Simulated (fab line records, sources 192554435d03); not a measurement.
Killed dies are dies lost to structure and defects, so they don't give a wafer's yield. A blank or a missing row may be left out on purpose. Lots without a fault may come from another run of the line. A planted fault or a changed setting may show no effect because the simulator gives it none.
Problem report in the 8D (eight disciplines) form, filled by code | flow n5_finfet | the parts of the form that need people (team, actions taken, sign-off) are left out
Where a reading is given only as a bound, like >300, the bound stands for it, and a mean or a difference that rests on one is marked > or <: the true number lies beyond.

1. THE PROBLEM
raw_defect_count at N5_BEOL_M13_INSPECT_30 reads a mean of >289 on 6 wafers of 2 lots; wafers without a fault read 2.1 with a standard deviation of 1.4. That is +99 or more standard deviations from the usual mean.
The step: inspects for defects (macro).
First seen on wafer L133.1, day 12 15:34, on defect_inspect-01. The record holds 36 wafers of 12 lots with a number at this step. Rule for "out", or "out of limits": more than 4 standard deviations from the usual mean. The other wafers with a number count as sound.

2. WHAT IT IS AND WHAT IT IS NOT
question                    | is                                   | is not
which readings at this step | raw_defect_count                     | -
which lots                  | L133, L135                           | L125, L126, L127, L128, L129, L130, L131, L142, L146, L148
which wafers of those lots  | all that have a number               | -
read on which gauges        | defect_inspect-01, defect_inspect-02 | -
when                        | from day 12 15:34                    | up to then (21 sound wafers); but 9 sound wafers of L142, L146, L148 came after

3. SUSPECTS, AND WHAT RULES EACH OUT
Counting: a tool at a process step up to the reading stays a suspect if it ran every lot that is out and no sound lot after the first of them.
- the gauge at N5_BEOL_M13_INSPECT_30: ruled out. The wafers that are out were read on 2 gauges (defect_inspect-01, defect_inspect-02).
- plasma_asher-01 at N5_BEOL_M13_STRIP_63 (strips in N2/H2): kept. It ran every lot that is out, first L133 (day 12 14:58), and no sound lot after that; its last sound lot up to then is L131 (day 11 23:04).
Left after counting: plasma_asher-01 at N5_BEOL_M13_STRIP_63.

4. THE CAUSE (what the simulator had put in)
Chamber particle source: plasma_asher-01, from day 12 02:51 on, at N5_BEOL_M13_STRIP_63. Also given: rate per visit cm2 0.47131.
Counting left only this tool.

5. THE CHAIN OF EFFECTS, in route order
Each row: a reading whose mean over the struck wafers that have a number lies more than 3 standard deviations from the usual. Only readings for which the record gives a usual standard deviation are gone through. hours: the time from each lot's start at the first step in this table that gives one to its start at this step, as a median over the lots. sigmas: the change in usual standard deviations.
hours | step                   | reading          | usual | on struck wafers | change | sigmas
0     | N5_BEOL_M13_INSPECT_30 | raw_defect_count | 2.1   | >289             | >+287  | +99 or more
Later measuring or inspecting steps at which every struck wafer that the step has a row for has a number for every such reading, and none has moved that far: N5_BEOL_M13_OCD_MEAS_35.

6. WHAT WOULD HAVE CAUGHT IT SOONER
In this record the first reading out of limits at a measuring or inspecting step was taken at day 12 15:34, 13 hours after the fault began at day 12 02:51.
Of the tool readings at N5_BEOL_M13_STRIP_63 for which the record gives a usual standard deviation, none was out on any struck wafer, so an alarm limit of 4 standard deviations on them would not have fired.
Of the lots that are out (2), L135 began N5_BEOL_M13_STRIP_63 on plasma_asher-01 after day 12 15:34. A hold on the tool at that time would have spared it.
